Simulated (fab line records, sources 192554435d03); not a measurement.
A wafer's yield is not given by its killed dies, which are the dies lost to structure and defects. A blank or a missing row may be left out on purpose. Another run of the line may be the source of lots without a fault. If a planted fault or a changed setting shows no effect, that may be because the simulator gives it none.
fab line records + flow n5_finfet
[record]
- lots = 4
- wafers = 12
- last_day = 16
route steps=1938 shown HKMG_FIN@403 BEOL_M4@1111 PASSIVATION@1936
lots that met no fault: taken from a fault-free run of the same line
start_h: start of the lot's first displayed wafer, in hours after the record's first day + wait_h: hours from the lot's prior step to this one + " repeats the value in the row above + L1.1+2: a single row standing in for several wafers + - no value, or no start given + * or withheld: withheld + < > ~ a bound
route shown NAME@n: names a module that has steps shown in the file, with the first one's number in the route + usual: mean/standard deviation taken from wafers without a fault + same: alike in all rows + chamber/n: place in a boat + sites: per-site readings + _std_site: how widely they spread, as a standard deviation + _edge_site: mean of outer sites minus mean of inner sites + radius_mm: for every site, how far away it sits from the centre of the wafer + mask NAME#n: copy n + behind: tool/chamber where the wafer was last shaped + hold: reason for holding the lot/hours on hold/outcome of the hold + device: transistor that didn't switch, given as n, p or np + end of line: the tests these same wafers got at the end of their route + for a step that has no rows: nothing shown but its recipe + killed: not the wafer's yield, but the dies lost to structure and defects at the first sort + map: dies across one wafer; x = killed, . = not, _ = none there
set.NAME: setting as actually run; set.NAME@STEP: the setting as run at that earlier step + model.NAME: the simulator's own value behind a step, which no gauge read
certain route steps with their lots: each step a table, each wafer a row
[[steps]]
[step N5_HKMG_FIN_ETCH_55]
[recipe]
- chemistry = N2/H2
- target = SOC
- target_depth_a = 2400
- temp_c = 40
- time_s = 300
- ion_energy_ev = 200
- mask_material = SiARC
- pressure_mtorr = 30
- source_w = 840
- bias_w = 150
- n2_flow_sccm = 200
- h2_flow_sccm = 200
[step N5_HKMG_FIN_STRIP_56]
[recipe]
- chemistry = N2/H2
- temp_c = 40
- n2_flow_sccm = 200
- h2_flow_sccm = 200
- rf_frequency_hz = 6e+07
[step N5_HKMG_FIN_STRIP_57]
[recipe]
- chemistry = CF4
- resist = SiARC
- power_w = 300
- bias_power_w = 75
- pressure_mtorr = 50
- cf4_flow_sccm = 150
- rf_frequency_hz = 6e+07
[step N5_HKMG_FIN_ETCH_58]
[recipe]
- chemistry = N2/H2
- target = SOC
- target_depth_a = 2158
- ion_energy_ev = 50
- bias_w = 13
- time_s = 741
- pressure_mtorr = 30
- source_w = 875
- n2_flow_sccm = 200
- h2_flow_sccm = 200
[step N5_HKMG_FIN_STRIP_93]
[recipe]
- chemistry = N2/H2
- material = SOC
- time_s = 20
- power_w = 500
- temp_c = 40
- pressure_mtorr = 50
- rf_frequency_hz = 6e+07
- bias_power_w = 8
- h2_frac = 0.5
- n2_flow_sccm = 300
- h2_flow_sccm = 300
[step N5_HKMG_FIN_WET_ETCH_76]
[recipe]
- chemistry = dNH4OH
- mix = 1:50
- temp_c = 25
- target = Al2O3
- stop_on = La2O3
- target_depth_nm = 2.25
- dry = ipa_marangoni
- rinse_time_s = 30
- rinse_temp_c = 23
[step N5_HKMG_FIN_STRIP_60]
[recipe]
- chemistry = N2/H2
- power_w = 2500
- temp_c = 300
- h2_frac = 0.65
- time_s = 360
- pressure_mtorr = withheld
- n2_flow_sccm = 1750
- h2_flow_sccm = 3250
[step N5_HKMG_FIN_WET_ETCH_77]
[recipe]
- chemistry = dHCl
- mix = 1:10000
- temp_c = 25
- target = La2O3
- stop_on = HfO2
- target_depth_nm = 2
[step N5_HKMG_FIN_WET_ETCH_78]
[recipe]
- chemistry = dNH4OH
- mix = 1:50
- temp_c = 25
- target = Al2O3
- stop_on = La2O3
- target_depth_nm = 4.5
- dry = ipa_marangoni
- rinse_time_s = 30
- rinse_temp_c = 23
[step N5_HKMG_FIN_ALD_79]
[recipe]
- material = TiN
- target_thk_a = 15
- temp_c = 400
- ald_precursor_family = TiCl4
- ald_co_reactant = NH3
- pulse_time_s = 1
- purge_time_s = 3
- co_reactant_purge_time_s = 2
- co_reactant_pulse_time_s = 2
- ald_cycles = 68
- pressure_torr = 3
[step N5_HKMG_FIN_CVD_62]
[recipe]
- material = a-Si
- target_thk_a = 30
- temp_c = 500
- precursor = Si2H6
- pressure_torr = 1
- time_s = 20.8
[step N5_HKMG_FIN_RTA_80]
[recipe]
- temp_c = withheld
- time_s = 2
- ambient = N2
- idle_temp_c = 600
- ramp_up_c_per_s = 150
- ramp_down_c_per_s = 60
- cool_to_c = 600
[step N5_HKMG_FIN_PRECLEAN_64]
[recipe]
- chemistry = dHF
- time_s = 30
- temp_c = 25
- dilution = withheld
[same]
- time_s = 30
| lot.wafer  | tool         | chamber | start_h | wait_h |
|------------|--------------|---------|---------|--------|
| L142.1+3+4 | wet_bench-01 | 2,0,3   | 135.97  | 0.1    |
| L146.2+3+6 | wet_bench-01 | 7,3,5   | 152.37  | 0.1    |
| L148.3+5+6 | wet_bench-01 | 7,2,3   | 166.64  | 0.1    |
| L154.4+5+6 | wet_bench-04 | 2,0,3   | 201.23  | 0.1    |
[step N5_HKMG_FIN_WET_ETCH_65]
[recipe]
- chemistry = TMAH
- temp_c = 70
- conc_wt_pct = 5
- target = a-Si
- stop_on = TiN
- time_s = 49
- target_depth_nm = 3
[step N5_HKMG_FIN_WET_ETCH_81]
[recipe]
- chemistry = SC1
- target = TiN
- stop_on = HfO2
- mix = 1:1:5
- temp_c = 60
- time_s = 57
- target_depth_nm = 6
[step N5_HKMG_FIN_WET_ETCH_82]
[recipe]
- chemistry = dHCl
- mix = 1:10000
- temp_c = 25
- target = La2O3
- stop_on = HfO2
- target_depth_nm = 2
- dry = ipa_marangoni
- rinse_time_s = 30
- rinse_temp_c = 23
[step N5_HKMG_FIN_ALD_36]
[recipe]
- material = TiN
- target_thk_a = 10
- temp_c = 400
- ald_precursor_family = TiCl4
- ald_co_reactant = NH3
- pulse_time_s = 1
- purge_time_s = 3
- co_reactant_purge_time_s = 2
- co_reactant_pulse_time_s = 2
- ald_cycles = 47
- pressure_torr = 3
[step N5_HKMG_FIN_PWFM_ALD_03]
[recipe]
- material = TiN
- target_thk_a = 20
- temp_c = 400
- ald_precursor_family = TiCl4
- ald_co_reactant = NH3
- pulse_time_s = 1
- purge_time_s = 3
- co_reactant_purge_time_s = 2
- co_reactant_pulse_time_s = 2
- ald_cycles = 91
- pressure_torr = 3
[step N5_HKMG_FIN_COAT_29]
[recipe]
- resist = SOC
- temp_c = 250
- time_s = 60
- spin_rpm = 1500
- resist_thk_nm = 300
[step N5_HKMG_FIN_COAT_30]
[recipe]
- resist = SiARC
- temp_c = 220
- time_s = 60
- spin_rpm = 1500
- resist_thk_nm = 35
[step N5_HKMG_FIN_COAT_06]
[recipe]
- resist = CAR-ArF
- spin_rpm = 1500
- resist_thk_nm = 90
[step N5_HKMG_FIN_EBR_08]
[recipe]
- solvent = PGMEA
- ebr_width_mm = 1.5
[step N5_HKMG_FIN_SOFTBAKE_07]
[recipe]
- temp_c = 110
- time_s = 60
- resist = CAR-ArF
[step N5_HKMG_FIN_EXPOSE_09]
[recipe]
- mask_id = NWFM
- na = 1.35
- source_shape = conventional
- sigma_outer = 0.8
- polarization = unpolarized
- dose_mj = 39.25
[step N5_HKMG_FIN_PEB_10]
[recipe]
- peb_temp_c = withheld
- peb_time_s = 60
- resist = CAR-ArF
[step N5_HKMG_FIN_DEVELOP_11]
[recipe]
- develop_time_s = 30
- developer = TMAH
- resist = CAR-ArF
- dev_temp_c = 23
- rinse_liquid = diw
- dry = air_spin
[step N5_HKMG_FIN_INSPECT_14]
[recipe]
- mode = adi
- inspect_instrument = macro
[usual]
- raw_defect_count = 2.2/1.5
| lot.wafer | tool              | chamber | start_h | wait_h | raw_defect_count |
|-----------|-------------------|---------|---------|--------|------------------|
| L142.1    | defect_inspect-02 | -       | 137.18  | 0.0    | 5                |
| L142.3    | "                 | -       | "       | "      | 1                |
| L142.4    | "                 | -       | "       | "      | 4                |
| L146.2    | defect_inspect-02 | -       | 153.57  | 0.0    | 3                |
| L146.3    | "                 | -       | "       | "      | >300             |
| L146.6    | "                 | -       | "       | "      | 3                |
| L148.3    | defect_inspect-02 | -       | 168.07  | 0.0    | 2                |
| L148.5    | "                 | -       | "       | "      | 2                |
| L148.6    | "                 | -       | "       | "      | >300             |
| L154.4    | defect_inspect-01 | -       | 202.55  | 0.0    | 2                |
| L154.5    | "                 | -       | "       | "      | 4                |
| L154.6    | "                 | -       | "       | "      | 2                |
[step N5_HKMG_FIN_DESCUM_17]
[recipe]
- chemistry = O2
- time_s = 7.9
- source_power_w = 50
- bias_power_w = 20
- pressure_mtorr = 20
- rf_frequency_hz = 2.712e+07
- temp_c = 40
- resist = CAR-ArF
- o2_flow_sccm = 225
[step N5_BEOL_M4_RC_MEAS_101]
[usual]
- DIBL_N = 36.5/1.4
- DIBL_P = 36.6/1.6
- IOFF_N = 0.160/0.024
- IOFF_P = 0.217/0.029
- ION_N = 674/8.7
- ION_P = 464/6.5
- SS_N = 71.6/0.47
- SS_P = 73.4/0.57
- VT_N = 250.0/2.5
- VT_P = -250/3.1
| lot.wafer | tool      | chamber | start_h | wait_h | DIBL_N[mV/V] | DIBL_P[mV/V] | IOFF_N[nA/um] | IOFF_P[nA/um] | ION_N[uA/um] | ION_P[uA/um] | SS_N[mV/dec] | SS_P[mV/dec] | VT_N[mV] | VT_P[mV] |
|-----------|-----------|---------|---------|--------|--------------|--------------|---------------|---------------|--------------|--------------|--------------|--------------|----------|----------|
| L142.1    | prober-02 | 0       | 233.87  | 0.0    | 36.0         | 33.3         | 0.136         | 0.197         | 669          | 465          | 71.3         | 72.4         | 251.6    | -248     |
| L142.3    | "         | 0       | "       | "      | 38.4         | 36.2         | 0.192         | 0.230         | 677          | 463          | 71.5         | 73.5         | 246.7    | -247     |
| L142.4    | "         | 0       | "       | "      | 35.9         | 33.6         | 0.137         | 0.186         | 667          | 459          | 71.5         | 72.3         | 248.8    | -251     |
| L146.2    | prober-01 | 0       | 257.61  | 0.2    | 36.3         | 37.0         | 0.142         | 0.190         | 670          | 462          | 72.3         | 73.6         | 252.4    | -254     |
| L146.3    | "         | 0       | "       | "      | 35.1         | 34.0         | 0.123         | 0.161         | 658          | 450          | 71.1         | 73.2         | 254.8    | -255     |
| L146.6    | "         | 0       | "       | "      | 35.4         | 35.5         | 0.130         | 0.169         | 669          | 453          | 71.5         | 73.7         | 253.9    | -254     |
| L148.3    | prober-01 | 0       | 263.70  | 0.3    | 35.9         | 35.6         | 0.140         | 0.198         | 660          | 462          | 70.6         | 73.2         | 252.2    | -248     |
| L148.5    | "         | 0       | "       | "      | 36.3         | 36.7         | 0.148         | 0.212         | 661          | 457          | 71.5         | 73.2         | 251.1    | -250     |
| L148.6    | "         | 0       | "       | "      | 36.8         | 37.0         | 0.166         | 0.221         | 688          | 470          | 71.1         | 73.2         | 248.1    | -246     |
| L154.4    | prober-01 | 0       | 286.84  | 0.5    | 35.6         | 35.8         | 0.148         | 0.229         | 680          | 473          | 71.2         | 73.2         | 249.0    | -248     |
| L154.5    | "         | 0       | "       | "      | 37.5         | 37.4         | 0.180         | 0.263         | 685          | 473          | 71.9         | 73.4         | 247.9    | -243     |
| L154.6    | "         | 0       | "       | "      | 34.8         | 34.1         | 0.131         | 0.214         | 668          | 469          | 71.3         | 73.2         | 252.6    | -248     |
[step N5_PASSIVATION_PROBE_49]
[usual]
- defect_limited_yield = 91.2/1.4
- killed_at_M0_to_M3 = 34/9.4
- killed_at_M4_up = 13/5.8
- killed_at_contacts = 13/6.4
- killed_at_front_end = 41/11
- killed_at_other = 3.1/2.3
- killed_dies = 103/16
- killed_on_rim = 13/3.4
- killed_open = 69/12
- killed_short = 33/7.8
- sort_bin_5_function = 5.1/0.91
- sort_bin_6_memory = 3.3/0.63
- sort_n_pass = 1077/16
- sort_yield_pct = 91.2/1.4
[same]
- gross_dies = 1180
- killed_at_back_side = 0
- sort_bin_4_leakage[%] = 0
- sort_bin_8_speed[%] = 0
| lot.wafer | tool      | chamber | start_h | wait_h | defect_limited_yield[%] | killed_at_M0_to_M3 | killed_at_M4_up | killed_at_contacts | killed_at_front_end | killed_at_other | killed_dies | killed_on_rim | killed_open | killed_short | sort_bin_5_function[%] | sort_bin_6_memory[%] | sort_n_pass | sort_yield_pct[%] |
|-----------|-----------|---------|---------|--------|-------------------------|--------------------|-----------------|--------------------|---------------------|-----------------|-------------|---------------|-------------|--------------|------------------------|----------------------|-------------|-------------------|
| L148.6    | prober-02 | -       | 361.85  | 0.3    | 81.7                    | 44                 | 15              | 1                  | 154                 | 2               | 216         | 22            | 76          | 30           | 12.3                   | 4.2                  | 964         | 81.7              |
| L146.3    | prober-02 | -       | 365.10  | 0.1    | 82.2                    | 27                 | 31              | 16                 | 132                 | 4               | 210         | 25            | 73          | 36           | 11.8                   | 4.3                  | 970         | 82.2              |
// killed by level:class
L148.6 HKMG_FIN:unspecified=110 STI_FIN_REVEAL:geometric_particle:open=18 BEOL_M1:geometric_particle:open=13 BEOL_M2:geometric_particle:open=10 BEOL_M3:geometric_particle:open=9 BEOL_M4:geometric_particle:open=5 FIN_SAQP:geometric_particle:short=4 GATE_CUT:geometric_particle:short=4
L146.3 HKMG_FIN:unspecified=100 BEOL_M4:geometric_particle:open=13 MOL_CONTACT_COAG:geometric_particle:open=12 BEOL_M0_SAQP:geometric_particle:short=9 DUMMY_GATE:geometric_particle:open=7 BEOL_M0_SAQP:geometric_particle:open=7 BEOL_M4:geometric_particle:short=6 STI_FIN_REVEAL:geometric_particle:open=5
// map L146.3 (x killed, . not)
_________________x...........________________
______________x................x_____________
___________..x........x.........x..__________
__________..........x....x.........._________
________..............x.x..x.....x...x_______
_______x.............................x.______
______..............x..x................_____
_____.....................x..............____
____..x...x.........x.....................___
___.....x..................x...............__
___......x.......x........x..x..x.x........__
__..........................x.............x._
__............xx.................x........xx_
_...x.x..x.....x.x.x..x......................
_x.......xx...x.x....x......................x
_...x.............x.......x.....x............
_........x................x.............x....
_..........x...x.....................x.......
_.....x.................xx..x...x......x...x.
_........x.x....x.....x......x..x..x.........
_...x.............x...x...x...x.xxx.xxx..x...
__....x.........x...x.....x...xxx.xxxxxx...._
__...x............x...x..x..x..xxxxxxxxxx.x._
___..........................xxxxxxxxxxxxxx__
___.x.................xx....xxxxxxxxxxxxx..__
____..........x............xxxxxxxxxxxxx..___
_____x.............x.x.....xxxxxxxxxxxxxx____
______..x.......x.....x.....xxxx.xxxxxx._____
_______....x..................xxxxxxxxx______
________.....................x...xx..x_______
__________....................xx.x.x_________
___________....................x...__________
______________..x.........x....._____________
_________________............________________
// map L148.6 (x killed, . not)
_________________....x.......________________
______________.........x........_____________
___________.....x..................__________
__________....x..x..x..............._________
________.............x.....x.........._______
_______.........x...x...x.x.........x..______
______.x................x..............._____
_____............x....xxx............x...____
____............x..x...............x......___
___........................x...............__
___.x......xx.x.x............x.............__
__.....................x....x....x...x......_
__..........x.x..........................x.x_
_...........x..x............x.x..............
_..x.x...........x.x.....................x...
_xx.................xx.......................
_x.....x..............................x......
_...x..............x................x........
_...x.........xx......x.....xx.x...x........x
_...x.......x............x.....x..x..x.......
_.x...........x.............xxxxxxxxxxxx.....
__.....x...................x.x.x.xxxxxx.x..._
__......x......xxxx...........xxxxxxxxxxx..._
___.x.............x...........xxxxxxxxxxx..__
___.........x.....x.....x.xx.xxxxxxxxxxxxx.__
____x..x...........x........xxxxxxxxxxxxxx___
_____x...x.........x........x.xxxxxxxxxxx____
______....x......x........x.xxxxxxxxxxx._____
_______.......................xxxxxxxxx______
________.....x.................xxxx..x_______
__________...x......x........xx..xx._________
___________................x.x..xx.__________
______________.x................_____________
_________________............________________
[[key]]
[first_sign]
- step = N5_HKMG_FIN_INSPECT_14
- reading = raw_defect_count
- direction = up
- sigmas = 99+
- usual = 2.2
- struck = >300
[effect]
- step = N5_PASSIVATION_PROBE_49
- reading = killed_at_front_end
- direction = up
- sigmas = 9
- usual = 41
- struck = 143
[more_kills_born_at]
- N5_HKMG_FIN_PRECLEAN_64@wet_bench-01 = 210
met_at N5_HKMG_FIN_PRECLEAN_64
struck_wafers L146.3,L148.6
onset_between 135.97 152.37
[fault]
- kind = chamber_particle_source
- tool = wet_bench-01
- chamber = 3
- onset_h = 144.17
- steps = N5_HKMG_FIN_PRECLEAN_64
- rate_per_visit_cm2 = 0.6566
- end_h = 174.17
